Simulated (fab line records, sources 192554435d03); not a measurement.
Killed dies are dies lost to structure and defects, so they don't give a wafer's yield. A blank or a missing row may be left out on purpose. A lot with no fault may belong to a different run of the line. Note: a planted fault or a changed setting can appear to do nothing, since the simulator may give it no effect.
fab line records | flow n5-finfet | part 1 of 2: steps 1 to 3 of 6
record lots=24 | wafers=72 | last-day=18
route steps=1938 shown STI_FIN_REVEAL@199 DUMMY_GATE@235 SD_EPI_N@293 SD_EPI_P@314 SD_ACTIVATION@331
lots that met no fault: taken from a fault-free run of the same line
start-h: start of the lot's first displayed wafer, in hours after the record's first day | wait-h: hours elapsed since this lot's preceding step | " repeats the value in the row above | L1.1+2: several wafers, shown together as one row | - no value, or no start given | * or withheld: withheld | < > ~ a bound
route shown NAME@n: NAME is a module with steps in the file, n the number in the route of the first one | usual: average and standard deviation across the fault-free wafers | same: alike in all rows | chamber/n: place in a boat | sites: the reading at each site | _std_site: the values' standard deviation | _edge_site: mean of outer sites minus mean of inner sites | radius-mm: how far each site lies from the wafer's centre | mask NAME#n: copy n | behind: the tool/chamber that last shaped the wafer | hold: reason for holding the lot/hours on hold/outcome of the hold | device: which transistor (n, p or np) failed to switch | end of line: at the end of the route, the tests of the same wafers | where a step has no rows: the recipe by itself | killed: dies that structure and defects cost at the first sort, which is not the same as the wafer's yield | map: dies across one wafer; x = killed, . = not, _ = none there
set.NAME: the setting as run; set.NAME@STEP: as run at that earlier step | model.NAME: the simulator's own value behind a step, which no gauge read
a sample of lots followed through the steps of the route, with each step as a table and each wafer as a row
services: the hour from which a tool's chamber was out of use, counted from the record's first day as start-h (under 0 if before that day), plus the number of hours and why
## steps
# step N5_STI_FIN_REVEAL_ETCH_34
# recipe chemistry=H2 | mode=isotropic | material=Si | target=Si | target-depth-a=9.7 | temp-c=20 | pressure-mtorr=4.5 | icp-w=300 | bias-w=0 | h2-flow-sccm=7.5 | he-flow-sccm=142.5
# usual drypump-motor-current-A=5.7/0.43 | oes-product-au=0.995/0.014 | throttle-valve-pct=25.71/0.21
lot.wafer | tool      | chamber | start-h | wait-h | drypump-motor-current-A | oes-product-au | rf-hours-counter-h | throttle-valve-pct
L074.2    | rie-si-06 | 1       | 39.44   | 0.1    | 4.7                     | 1.007          | 131                | 25.69
L074.3    | "         | 3       | "       | "      | 5.6                     | 1.009          | 1                  | 26.43
L074.6    | "         | 3       | "       | "      | 5.6                     | 1.003          | -                  | 26.43
L075.1    | rie-si-03 | 3       | 41.60   | 0.2    | 5.9                     | 0.978          | 15                 | 25.72
L075.2    | "         | 2       | "       | "      | 5.6                     | 0.990          | 122                | 25.63
L075.3    | "         | 0       | "       | "      | 6.2                     | 0.997          | 127                | 25.59
L076.1    | rie-si-03 | 2       | 49.02   | 0.2    | 5.6                     | 0.996          | 122                | 25.62
L076.3    | "         | 0       | "       | "      | 6.2                     | 0.999          | 127                | 25.60
L076.4    | "         | 1       | "       | "      | 5.4                     | 1.007          | 10                 | 25.80
L077.2    | rie-si-03 | 3       | 55.53   | 0.1    | 5.9                     | 0.976          | 15                 | 25.72
L077.3    | "         | 1       | "       | "      | 5.4                     | 0.999          | 10                 | 25.81
L077.4    | "         | 2       | "       | "      | 5.6                     | 0.989          | 122                | 25.63
L078.1    | rie-si-03 | 2       | 60.85   | 0.2    | 5.6                     | 0.976          | 122                | 25.64
L078.2    | "         | 1       | "       | "      | 5.4                     | 0.999          | 10                 | 25.77
L078.5    | "         | 2       | "       | "      | 5.6                     | 0.989          | -                  | 25.61
L079.2    | rie-si-03 | 2       | 67.16   | 0.1    | 5.6                     | 0.987          | 123                | 25.63
L079.4    | "         | 3       | "       | "      | 5.9                     | 0.975          | 15                 | 25.71
L079.5    | "         | 3       | "       | "      | 5.9                     | 0.981          | -                  | 25.71
L080.1    | rie-si-05 | 1       | 72.45   | 0.2    | 5.9                     | 1.000          | 87                 | 25.56
L080.3    | "         | 2       | "       | "      | 5.4                     | 0.969          | 142                | 25.83
L080.5    | "         | 1       | "       | "      | 5.9                     | 1.004          | -                  | 25.58
L081.2    | rie-si-03 | 0       | 78.56   | 0.1    | 6.2                     | 0.990          | 128                | 25.59
L081.3    | "         | 1       | "       | "      | 5.4                     | 1.011          | 10                 | 25.81
L081.6    | "         | 2       | "       | "      | 5.6                     | 0.994          | -                  | 25.63
L082.3    | rie-si-03 | 0       | 84.69   | 0.1    | 6.2                     | 0.999          | 128                | 25.59
L082.4    | "         | 3       | "       | "      | 5.9                     | 0.992          | 16                 | 25.72
L082.5    | "         | 3       | "       | "      | 5.9                     | 0.991          | -                  | 25.73
L083.3    | rie-si-03 | 3       | 90.97   | 0.1    | 5.9                     | 0.995          | 16                 | 25.71
L083.5    | "         | 0       | "       | "      | 6.2                     | 0.996          | -                  | 25.58
L083.6    | "         | 1       | "       | "      | 5.4                     | 1.007          | -                  | 25.79
L084.2    | rie-si-06 | 1       | 99.40   | 0.1    | 4.7                     | 0.998          | 132                | 25.70
L084.5    | "         | 2       | "       | "      | 6.1                     | 1.011          | -                  | 25.93
L084.6    | "         | 1       | "       | "      | 4.7                     | 1.000          | -                  | 25.70
L085.3    | rie-si-06 | 2       | 105.99  | 0.1    | 6.1                     | 1.009          | 82                 | 25.93
L085.4    | "         | 1       | "       | "      | 4.7                     | 1.015          | 132                | 25.69
L085.6    | "         | 3       | "       | "      | 5.7                     | 1.020          | -                  | 26.44
L086.1    | rie-si-03 | 2       | 108.82  | 0.2    | 5.7                     | 0.993          | 123                | 25.62
L086.3    | "         | 1       | "       | "      | 5.4                     | 1.020          | 11                 | 25.79
L086.5    | "         | 3       | "       | "      | 5.9                     | 0.988          | -                  | 25.72
L087.2    | rie-si-03 | 3       | 113.82  | 0.1    | 5.9                     | 0.978          | 16                 | 25.72
L087.4    | "         | 1       | "       | "      | 5.4                     | 1.015          | 11                 | 25.77
L087.5    | "         | 0       | "       | "      | 6.2                     | 0.995          | -                  | 25.60
L088.1    | rie-si-05 | 2       | 120.66  | 0.2    | 5.4                     | 0.978          | 143                | 25.84
L088.2    | "         | 0       | "       | "      | 4.9                     | 1.010          | 7                  | 25.37
L088.4    | "         | 1       | "       | "      | 5.9                     | 1.017          | 88                 | 25.59
L089.1    | rie-si-03 | 3       | 127.23  | 0.2    | 5.9                     | 0.994          | 17                 | 25.72
L089.5    | "         | 2       | "       | "      | 5.6                     | 0.982          | -                  | 25.63
L089.6    | "         | 1       | "       | "      | 5.4                     | 1.008          | -                  | 25.79
L090.3    | rie-si-05 | 2       | 132.24  | 0.1    | 5.4                     | 0.972          | 143                | 25.83
L090.5    | "         | 2       | "       | "      | 5.4                     | 0.971          | -                  | 25.84
L090.6    | "         | 0       | "       | "      | 4.9                     | 1.002          | -                  | 25.40
L091.1    | rie-si-05 | 2       | 139.63  | 0.2    | 5.4                     | 0.962          | 143                | 25.82
L091.4    | "         | 2       | "       | "      | 5.4                     | 0.964          | -                  | 25.82
L091.5    | "         | 1       | "       | "      | 5.9                     | 1.013          | -                  | 25.57
L092.4    | rie-si-05 | 2       | 144.80  | 0.1    | 5.4                     | 0.966          | 143                | 25.84
L092.5    | "         | 3       | "       | "      | 5.6                     | 0.971          | -                  | 25.76
L092.6    | "         | 2       | "       | "      | 5.4                     | 0.973          | -                  | 25.83
L093.2    | rie-si-03 | 0       | 149.89  | 0.1    | 6.2                     | 0.996          | 129                | 25.59
L093.3    | "         | 2       | "       | "      | 5.6                     | 0.996          | 124                | 25.64
L093.4    | "         | 1       | "       | "      | 5.4                     | 1.010          | 12                 | 25.78
L094.1    | rie-si-03 | 1       | 159.01  | 0.2    | 5.4                     | 1.015          | 12                 | 25.79
L094.4    | "         | 2       | "       | "      | 5.6                     | 0.977          | 124                | 25.62
L094.5    | "         | 0       | "       | "      | 6.2                     | 0.984          | -                  | 25.58
L095.2    | rie-si-05 | 1       | 164.28  | 0.1    | 5.9                     | 1.011          | 89                 | 25.60
L095.4    | "         | 3       | "       | "      | 5.7                     | 0.972          | 164                | 25.77
L095.6    | "         | 1       | "       | "      | 5.9                     | 1.013          | -                  | 25.57
L096.1    | rie-si-06 | 1       | 168.72  | 0.2    | 4.7                     | 1.007          | 134                | 25.69
L096.5    | "         | 1       | "       | "      | 4.7                     | 0.998          | -                  | 25.70
L096.6    | "         | 0       | "       | "      | 6.2                     | 0.993          | -                  | 25.49
L097.1    | rie-si-06 | 0       | 173.65  | 0.2    | 6.2                     | 0.988          | 18                 | 25.49
L097.3    | "         | 3       | "       | "      | 5.6                     | 1.009          | 4                  | 26.43
L097.5    | "         | 1       | "       | "      | 4.7                     | 0.999          | -                  | 25.70
# step N5_DUMMY_GATE_ETCH_29
# recipe chemistry=N2/H2 | target=underlayer | target-depth-a=130 | ion-energy-ev=200 | pressure-mtorr=30 | source-w=840 | bias-w=150 | n2-flow-sccm=200 | h2-flow-sccm=200
# usual drypump-motor-current-A=5.7/0.4 | n2-flow-sccm=200.0/0.58 | oes-product-au=0.76/0.084 | rf-vpp-V=524.1/2.3 | showerhead-plenum-p-Torr=2.55/0.08 | throttle-valve-pct=17.93/0.25
lot.wafer | tool        | chamber | start-h | wait-h | drypump-motor-current-A | n2-flow-sccm | oes-product-au | rf-hours-counter-h | rf-vpp-V | showerhead-plenum-p-Torr | throttle-valve-pct
L074.2    | rie-diel-05 | 1       | 51.01   | 0.0    | 5.5                     | 200.7        | 0.75           | 147                | 521.2    | 2.44                     | 18.00
L074.3    | "           | 2       | "       | "      | 5.1                     | 199.9        | 0.95           | 9                  | 526.0    | 2.59                     | 17.59
L074.6    | "           | 2       | "       | "      | 5.1                     | 200.3        | 0.95           | -                  | 525.8    | 2.59                     | 17.57
L075.1    | rie-diel-04 | 1       | 54.62   | 0.0    | 5.9                     | 200.5        | 0.72           | 184                | 527.8    | 2.64                     | 17.86
L075.2    | "           | 2       | "       | "      | 6.5                     | 201.1        | 0.66           | 257                | 522.3    | 2.50                     | 18.33
L075.3    | "           | 0       | "       | "      | 5.6                     | 199.5        | 0.93           | 13                 | 522.6    | 2.50                     | 17.82
L076.1    | rie-diel-05 | 3       | 58.89   | 0.0    | 5.6                     | 200.5        | 0.89           | 47                 | 522.2    | 2.48                     | 17.49
L076.3    | "           | 0       | "       | "      | 6.0                     | 200.1        | 0.74           | 159                | 524.9    | 2.64                     | 18.26
L076.4    | "           | 1       | "       | "      | 5.5                     | 200.7        | 0.74           | 149                | 520.4    | 2.44                     | 18.01
L077.2    | rie-diel-04 | 2       | 65.11   | 0.0    | 6.6                     | 200.3        | 0.66           | 261                | 522.0    | 2.50                     | 18.34
L077.3    | "           | 0       | "       | "      | 5.6                     | 200.1        | 0.92           | 17                 | 521.7    | 2.50                     | 17.83
L077.4    | "           | 2       | "       | "      | 6.5                     | 200.6        | 0.66           | -                  | 521.5    | 2.50                     | 18.33
L078.1    | rie-diel-04 | 0       | 70.23   | 0.0    | 5.6                     | 199.7        | 0.90           | 20                 | 522.6    | 2.50                     | 17.84
L078.2    | "           | 1       | "       | "      | 5.9                     | 199.6        | 0.71           | 191                | 526.5    | 2.64                     | 17.89
L078.5    | "           | 2       | "       | "      | 6.5                     | 199.5        | 0.66           | -                  | 521.5    | 2.50                     | 18.34
L079.2    | rie-diel-06 | 1       | 76.76   | 0.0    | 5.8                     | 198.8        | 0.75           | 120                | 520.7    | 2.45                     | 17.90
L079.4    | "           | 0       | "       | "      | 5.8                     | 200.1        | 0.73           | 210                | 524.5    | 2.63                     | 17.82
L079.5    | "           | 3       | "       | "      | 5.2                     | 200.3        | 0.78           | -                  | 528.4    | 2.66                     | 17.57
L080.1    | rie-diel-04 | 2       | 82.64   | 0.0    | 6.5                     | 200.8        | 0.66           | 269                | 521.5    | 2.50                     | 18.35
L080.3    | "           | 0       | "       | "      | 5.6                     | 200.4        | 0.89           | 25                 | 521.3    | 2.50                     | 17.85
L080.5    | "           | 1       | "       | "      | 5.9                     | 199.9        | 0.71           | -                  | 528.7    | 2.63                     | 17.90
L081.2    | rie-diel-05 | 2       | 87.96   | 0.0    | 5.1                     | 200.3        | 0.91           | 21                 | 525.0    | 2.59                     | 17.60
L081.3    | "           | 3       | "       | "      | 5.6                     | 199.8        | 0.86           | 58                 | 522.7    | 2.48                     | 17.53
L081.6    | "           | 0       | "       | "      | 6.0                     | 199.7        | 0.73           | -                  | 528.3    | 2.64                     | 18.27
L082.3    | rie-diel-05 | 2       | 94.07   | 0.0    | 5.1                     | 200.0        | 0.91           | 23                 | 525.7    | 2.59                     | 17.60
L082.4    | "           | 0       | "       | "      | 6.0                     | 200.4        | 0.73           | 171                | 526.1    | 2.64                     | 18.26
L082.5    | "           | 2       | "       | "      | 5.1                     | 199.9        | 0.91           | -                  | 523.9    | 2.59                     | 17.59
L083.3    | rie-diel-04 | 0       | 101.73  | 0.0    | 5.6                     | 199.7        | 0.88           | 32                 | 523.7    | 2.49                     | 17.88
L083.5    | "           | 2       | "       | "      | 6.5                     | 199.9        | 0.65           | -                  | 522.3    | 2.49                     | 18.36
L083.6    | "           | 1       | "       | "      | 5.9                     | 199.4        | 0.70           | -                  | 525.2    | 2.63                     | 17.91
L084.2    | rie-diel-04 | 1       | 109.47  | 0.0    | 5.8                     | 200.6        | 0.70           | 208                | 524.8    | 2.63                     | 17.92
L084.5    | "           | 2       | "       | "      | 6.6                     | 200.0        | 0.65           | -                  | 523.3    | 2.49                     | 18.37
L084.6    | "           | 0       | "       | "      | 5.6                     | 199.9        | 0.86           | -                  | 523.8    | 2.49                     | 17.88
L085.3    | rie-diel-05 | 1       | 115.48  | 0.0    | 5.5                     | 200.1        | 0.71           | 166                | 521.1    | 2.43                     | 18.02
L085.4    | "           | 0       | "       | "      | 6.0                     | 200.3        | 0.73           | 176                | 527.2    | 2.63                     | 18.27
L085.6    | "           | 1       | "       | "      | 5.6                     | 200.4        | 0.72           | -                  | 520.7    | 2.43                     | 18.02
L086.1    | rie-diel-05 | 3       | 119.11  | 0.0    | 5.7                     | 200.9        | 0.85           | 67                 | 522.2    | 2.48                     | 17.55
L086.3    | "           | 1       | "       | "      | 5.5                     | 200.0        | 0.72           | 167                | 520.8    | 2.43                     | 18.04
L086.5    | "           | 2       | "       | "      | 5.1                     | 200.6        | 0.90           | -                  | 525.2    | 2.58                     | 17.59
L087.2    | rie-diel-04 | 2       | 123.26  | 0.0    | 6.5                     | 201.3        | 0.65           | 286                | 523.0    | 2.49                     | 18.37
L087.4    | "           | 0       | "       | "      | 5.6                     | 200.5        | 0.87           | -                  | 522.4    | 2.49                     | 17.88
L087.5    | "           | 1       | "       | "      | 5.9                     | 201.0        | 0.69           | -                  | 525.6    | 2.63                     | 17.95
L088.1    | rie-diel-06 | 0       | 130.66  | 0.0    | 5.7                     | 199.8        | 0.71           | 227                | 525.8    | 2.63                     | 17.85
L088.2    | "           | 2       | "       | "      | 6.0                     | 199.5        | 0.72           | 185                | 527.4    | 2.63                     | 17.89
L088.4    | "           | 1       | "       | "      | 5.8                     | 200.2        | 0.73           | 137                | 522.3    | 2.44                     | 17.94
L089.1    | rie-diel-06 | 2       | 136.72  | 0.0    | 5.9                     | 199.1        | 0.73           | 187                | 527.2    | 2.63                     | 17.88
L089.5    | "           | 2       | "       | "      | 5.9                     | 199.6        | 0.73           | -                  | 526.7    | 2.63                     | 17.87
L089.6    | "           | 1       | "       | "      | 5.8                     | 201.4        | 0.75           | -                  | 521.8    | 2.44                     | 17.94
L090.3    | rie-diel-06 | 3       | 141.62  | 0.0    | 5.2                     | 200.0        | 0.76           | 151                | 527.5    | 2.65                     | 17.61
L090.5    | "           | 3       | "       | "      | 5.2                     | 199.3        | 0.76           | -                  | 527.1    | 2.65                     | 17.59
L090.6    | "           | 2       | "       | "      | 5.9                     | 199.8        | 0.72           | -                  | 527.6    | 2.63                     | 17.89
L091.1    | rie-diel-04 | 1       | 151.15  | 0.1    | 5.9                     | 200.4        | 0.69           | 225                | 526.2    | 2.62                     | 17.95
L091.4    | "           | 1       | "       | "      | 5.9                     | 200.0        | 0.69           | -                  | 525.9    | 2.62                     | 17.95
L091.5    | "           | 2       | "       | "      | 6.5                     | 199.5        | 0.64           | -                  | 522.4    | 2.48                     | 18.39
L092.4    | rie-diel-06 | 0       | 159.49  | 0.0    | 5.7                     | 199.8        | 0.71           | 234                | 525.5    | 2.62                     | 17.87
L092.5    | "           | 3       | "       | "      | 5.2                     | 200.1        | 0.76           | -                  | 526.5    | 2.65                     | 17.62
L092.6    | "           | 0       | "       | "      | 5.7                     | 199.3        | 0.71           | -                  | 524.9    | 2.62                     | 17.85
L093.2    | rie-diel-06 | 1       | 160.18  | 0.0    | 5.8                     | 200.6        | 0.73           | 145                | 522.1    | 2.44                     | 17.94
L093.3    | "           | 0       | "       | "      | 5.7                     | 199.7        | 0.70           | 234                | 527.1    | 2.62                     | 17.85
L093.4    | "           | 3       | "       | "      | 5.2                     | 199.7        | 0.76           | 156                | 526.9    | 2.65                     | 17.62
L094.1    | rie-diel-05 | 1       | 170.48  | 0.0    | 5.5                     | 201.1        | 0.72           | 183                | 522.0    | 2.42                     | 18.05
L094.4    | "           | 1       | "       | "      | 5.5                     | 200.2        | 0.71           | -                  | 521.6    | 2.42                     | 18.05
L094.5    | "           | 3       | "       | "      | 5.6                     | 201.0        | 0.84           | -                  | 521.9    | 2.47                     | 17.57
L095.2    | rie-diel-04 | 0       | 173.75  | 0.1    | 5.6                     | 199.1        | 0.84           | 58                 | 522.8    | 2.48                     | 17.91
L095.4    | "           | 0       | "       | "      | 5.6                     | 200.0        | 0.84           | -                  | 523.2    | 2.48                     | 17.90
L095.6    | "           | 3       | "       | "      | 5.1                     | 200.1        | 0.78           | -                  | 524.2    | 2.56                     | 18.21
L096.1    | rie-diel-05 | 1       | 178.36  | 0.0    | 5.5                     | 199.8        | 0.72           | 185                | 520.6    | 2.42                     | 18.06
L096.5    | "           | 2       | "       | "      | 5.1                     | 199.6        | 0.86           | -                  | 526.5    | 2.57                     | 17.63
L096.6    | "           | 3       | "       | "      | 5.7                     | 199.3        | 0.83           | -                  | 520.8    | 2.47                     | 17.58
L097.1    | rie-diel-04 | 0       | 183.01  | 0.0    | 5.6                     | 200.1        | 0.84           | 61                 | 522.7    | 2.48                     | 17.92
L097.3    | "           | 1       | "       | "      | 5.9                     | 199.3        | 0.69           | 233                | 525.4    | 2.62                     | 17.97
L097.5    | "           | 1       | "       | "      | 5.9                     | 199.6        | 0.68           | -                  | 524.6    | 2.62                     | 17.96
# step N5_DUMMY_GATE_ETCH_37
# recipe chemistry=N2/H2 | target=SOC | target-depth-a=600 | overetch-a=300 | temp-c=40 | ion-energy-ev=200 | pressure-mtorr=30 | source-w=840 | bias-w=150 | n2-flow-sccm=200 | h2-flow-sccm=200
# usual drypump-motor-current-A=5.7/0.4 | n2-flow-sccm=200.1/0.67 | oes-product-au=0.61/0.064 | rf-vpp-V=524.0/2.4 | showerhead-plenum-p-Torr=2.55/0.079 | throttle-valve-pct=17.86/0.25
lot.wafer | tool        | chamber | start-h | wait-h | drypump-motor-current-A | n2-flow-sccm | oes-product-au | rf-hours-counter-h | rf-vpp-V | showerhead-plenum-p-Torr | throttle-valve-pct
L074.2    | rie-diel-05 | 1       | 51.09   | 0.0    | 5.5                     | 199.1        | 0.59           | 147                | 522.2    | 2.44                     | 17.92
L074.3    | "           | 2       | "       | "      | 5.1                     | 200.0        | 0.75           | 9                  | 526.0    | 2.59                     | 17.50
L074.6    | "           | 2       | "       | "      | 5.1                     | 200.7        | 0.76           | -                  | 526.6    | 2.59                     | 17.51
L075.1    | rie-diel-04 | 1       | 54.70   | 0.0    | 5.9                     | 200.3        | 0.57           | 184                | 527.3    | 2.64                     | 17.81
L075.2    | "           | 2       | "       | "      | 6.5                     | 199.1        | 0.53           | 257                | 522.0    | 2.50                     | 18.27
L075.3    | "           | 0       | "       | "      | 5.6                     | 200.4        | 0.70           | 13                 | 522.6    | 2.50                     | 17.74
L076.1    | rie-diel-05 | 3       | 58.97   | 0.0    | 5.7                     | 200.4        | 0.70           | 47                 | 521.3    | 2.48                     | 17.44
L076.3    | "           | 0       | "       | "      | 6.0                     | 200.6        | 0.60           | 159                | 527.2    | 2.64                     | 18.17
L076.4    | "           | 1       | "       | "      | 5.6                     | 199.4        | 0.58           | 149                | 521.4    | 2.44                     | 17.92
L077.2    | rie-diel-04 | 2       | 65.19   | 0.0    | 6.5                     | 200.6        | 0.54           | 262                | 523.0    | 2.50                     | 18.26
L077.3    | "           | 0       | "       | "      | 5.6                     | 199.5        | 0.71           | 18                 | 521.9    | 2.50                     | 17.78
L077.4    | "           | 2       | "       | "      | 6.6                     | 199.4        | 0.53           | -                  | 522.5    | 2.50                     | 18.29
L078.1    | rie-diel-04 | 0       | 70.31   | 0.0    | 5.6                     | 200.0        | 0.70           | 20                 | 521.3    | 2.50                     | 17.77
L078.2    | "           | 1       | "       | "      | 5.9                     | 199.8        | 0.56           | 191                | 525.5    | 2.64                     | 17.83
L078.5    | "           | 2       | "       | "      | 6.5                     | 200.8        | 0.52           | -                  | 522.0    | 2.50                     | 18.27
L079.2    | rie-diel-06 | 1       | 76.84   | 0.0    | 5.8                     | 200.0        | 0.61           | 120                | 522.1    | 2.45                     | 17.85
L079.4    | "           | 0       | "       | "      | 5.8                     | 200.1        | 0.57           | 210                | 525.6    | 2.63                     | 17.75
L079.5    | "           | 3       | "       | "      | 5.2                     | 199.1        | 0.61           | -                  | 527.1    | 2.66                     | 17.52
L080.1    | rie-diel-04 | 2       | 82.72   | 0.0    | 6.5                     | 199.1        | 0.53           | 269                | 522.2    | 2.49                     | 18.30
L080.3    | "           | 0       | "       | "      | 5.6                     | 199.3        | 0.70           | 25                 | 522.7    | 2.50                     | 17.76
L080.5    | "           | 1       | "       | "      | 5.9                     | 200.4        | 0.56           | -                  | 526.3    | 2.63                     | 17.84
L081.2    | rie-diel-05 | 2       | 88.04   | 0.0    | 5.1                     | 201.1        | 0.72           | 21                 | 526.4    | 2.59                     | 17.51
L081.3    | "           | 3       | "       | "      | 5.7                     | 200.4        | 0.69           | 58                 | 521.5    | 2.48                     | 17.47
L081.6    | "           | 0       | "       | "      | 6.0                     | 201.2        | 0.59           | -                  | 525.8    | 2.64                     | 18.19
L082.3    | rie-diel-05 | 2       | 94.15   | 0.0    | 5.1                     | 200.1        | 0.72           | 23                 | 524.0    | 2.59                     | 17.53
L082.4    | "           | 0       | "       | "      | 6.0                     | 199.8        | 0.59           | 171                | 527.3    | 2.64                     | 18.19
L082.5    | "           | 2       | "       | "      | 5.1                     | 199.5        | 0.72           | -                  | 527.2    | 2.59                     | 17.54
L083.3    | rie-diel-04 | 0       | 101.81  | 0.0    | 5.6                     | 199.0        | 0.69           | 32                 | 524.2    | 2.49                     | 17.79
L083.5    | "           | 2       | "       | "      | 6.5                     | 200.6        | 0.52           | -                  | 522.3    | 2.49                     | 18.30
L083.6    | "           | 1       | "       | "      | 5.9                     | 199.5        | 0.55           | -                  | 526.7    | 2.63                     | 17.85
L084.2    | rie-diel-04 | 1       | 109.55  | 0.0    | 5.9                     | 199.8        | 0.55           | 208                | 526.2    | 2.63                     | 17.86
L084.5    | "           | 2       | "       | "      | 6.5                     | 201.0        | 0.52           | -                  | 522.8    | 2.49                     | 18.30
L084.6    | "           | 0       | "       | "      | 5.6                     | 199.5        | 0.68           | -                  | 522.7    | 2.49                     | 17.79
L085.3    | rie-diel-05 | 1       | 115.56  | 0.0    | 5.5                     | 199.4        | 0.57           | 166                | 520.7    | 2.43                     | 17.96
L085.4    | "           | 0       | "       | "      | 6.0                     | 199.8        | 0.58           | 176                | 527.0    | 2.63                     | 18.21
L085.6    | "           | 1       | "       | "      | 5.5                     | 199.8        | 0.58           | -                  | 519.8    | 2.43                     | 17.94
L086.1    | rie-diel-05 | 3       | 119.19  | 0.0    | 5.7                     | 199.6        | 0.69           | 67                 | 521.5    | 2.48                     | 17.45
L086.3    | "           | 1       | "       | "      | 5.5                     | 199.2        | 0.57           | 167                | 520.3    | 2.43                     | 17.96
L086.5    | "           | 2       | "       | "      | 5.1                     | 201.1        | 0.71           | -                  | 525.3    | 2.58                     | 17.54
L087.2    | rie-diel-04 | 2       | 123.34  | 0.0    | 6.5                     | 199.1        | 0.52           | 286                | 521.4    | 2.49                     | 18.31
L087.4    | "           | 0       | "       | "      | 5.6                     | 200.2        | 0.68           | -                  | 521.6    | 2.49                     | 17.82
L087.5    | "           | 1       | "       | "      | 5.9                     | 199.5        | 0.55           | -                  | 526.3    | 2.63                     | 17.85
L088.1    | rie-diel-06 | 0       | 130.74  | 0.0    | 5.7                     | 200.4        | 0.56           | 227                | 526.0    | 2.63                     | 17.77
L088.2    | "           | 2       | "       | "      | 5.9                     | 200.8        | 0.58           | 185                | 526.4    | 2.63                     | 17.82
L088.4    | "           | 1       | "       | "      | 5.7                     | 201.3        | 0.58           | 137                | 522.5    | 2.44                     | 17.88
L089.1    | rie-diel-06 | 2       | 136.80  | 0.0    | 5.9                     | 200.3        | 0.57           | 187                | 527.1    | 2.63                     | 17.81
L089.5    | "           | 2       | "       | "      | 5.9                     | 200.9        | 0.58           | -                  | 525.4    | 2.63                     | 17.81
L089.6    | "           | 1       | "       | "      | 5.8                     | 200.8        | 0.59           | -                  | 521.0    | 2.44                     | 17.90
L090.3    | rie-diel-06 | 3       | 141.70  | 0.0    | 5.2                     | 200.4        | 0.60           | 151                | 526.9    | 2.65                     | 17.53
L090.5    | "           | 3       | "       | "      | 5.2                     | 199.2        | 0.61           | -                  | 525.5    | 2.65                     | 17.56
L090.6    | "           | 2       | "       | "      | 5.9                     | 201.1        | 0.57           | -                  | 526.5    | 2.63                     | 17.84
L091.1    | rie-diel-04 | 1       | 151.27  | 0.0    | 5.9                     | 200.1        | 0.55           | 225                | 526.5    | 2.62                     | 17.89
L091.4    | "           | 1       | "       | "      | 5.9                     | 200.1        | 0.54           | -                  | 525.6    | 2.62                     | 17.89
L091.5    | "           | 2       | "       | "      | 6.6                     | 200.4        | 0.51           | -                  | 521.9    | 2.48                     | 18.32
L092.4    | rie-diel-06 | 0       | 159.57  | 0.0    | 5.7                     | 200.0        | 0.56           | 234                | 526.9    | 2.62                     | 17.80
L092.5    | "           | 3       | "       | "      | 5.2                     | 199.0        | 0.60           | -                  | 527.9    | 2.65                     | 17.54
L092.6    | "           | 0       | "       | "      | 5.7                     | 199.4        | 0.55           | -                  | 524.8    | 2.62                     | 17.79
L093.2    | rie-diel-06 | 1       | 160.26  | 0.0    | 5.8                     | 199.1        | 0.59           | 145                | 520.6    | 2.44                     | 17.90
L093.3    | "           | 0       | "       | "      | 5.7                     | 200.7        | 0.55           | 235                | 526.0    | 2.62                     | 17.78
L093.4    | "           | 3       | "       | "      | 5.2                     | 199.5        | 0.60           | 156                | 526.2    | 2.65                     | 17.55
L094.1    | rie-diel-05 | 1       | 170.56  | 0.0    | 5.5                     | 200.6        | 0.57           | 183                | 522.5    | 2.42                     | 17.99
L094.4    | "           | 1       | "       | "      | 5.5                     | 199.8        | 0.56           | -                  | 519.7    | 2.42                     | 17.99
L094.5    | "           | 3       | "       | "      | 5.6                     | 200.3        | 0.67           | -                  | 521.3    | 2.47                     | 17.49
L095.2    | rie-diel-04 | 0       | 173.87  | 0.0    | 5.6                     | 199.4        | 0.65           | 58                 | 521.9    | 2.48                     | 17.83
L095.4    | "           | 0       | "       | "      | 5.6                     | 200.3        | 0.65           | -                  | 523.1    | 2.48                     | 17.83
L095.6    | "           | 3       | "       | "      | 5.1                     | 200.1        | 0.61           | -                  | 523.6    | 2.56                     | 18.15
L096.1    | rie-diel-05 | 1       | 178.44  | 0.0    | 5.5                     | 201.0        | 0.56           | 185                | 519.7    | 2.42                     | 17.99
L096.5    | "           | 2       | "       | "      | 5.1                     | 201.4        | 0.69           | -                  | 524.2    | 2.57                     | 17.56
L096.6    | "           | 3       | "       | "      | 5.6                     | 203.1        | 0.66           | -                  | 521.3    | 2.47                     | 17.49
L097.1    | rie-diel-04 | 0       | 183.09  | 0.0    | 5.6                     | 200.1        | 0.65           | 61                 | 521.9    | 2.48                     | 17.82
L097.3    | "           | 1       | "       | "      | 5.9                     | 199.8        | 0.54           | 233                | 525.6    | 2.62                     | 17.90
L097.5    | "           | 1       | "       | "      | 5.9                     | 200.5        | 0.54           | -                  | 527.2    | 2.62                     | 17.87
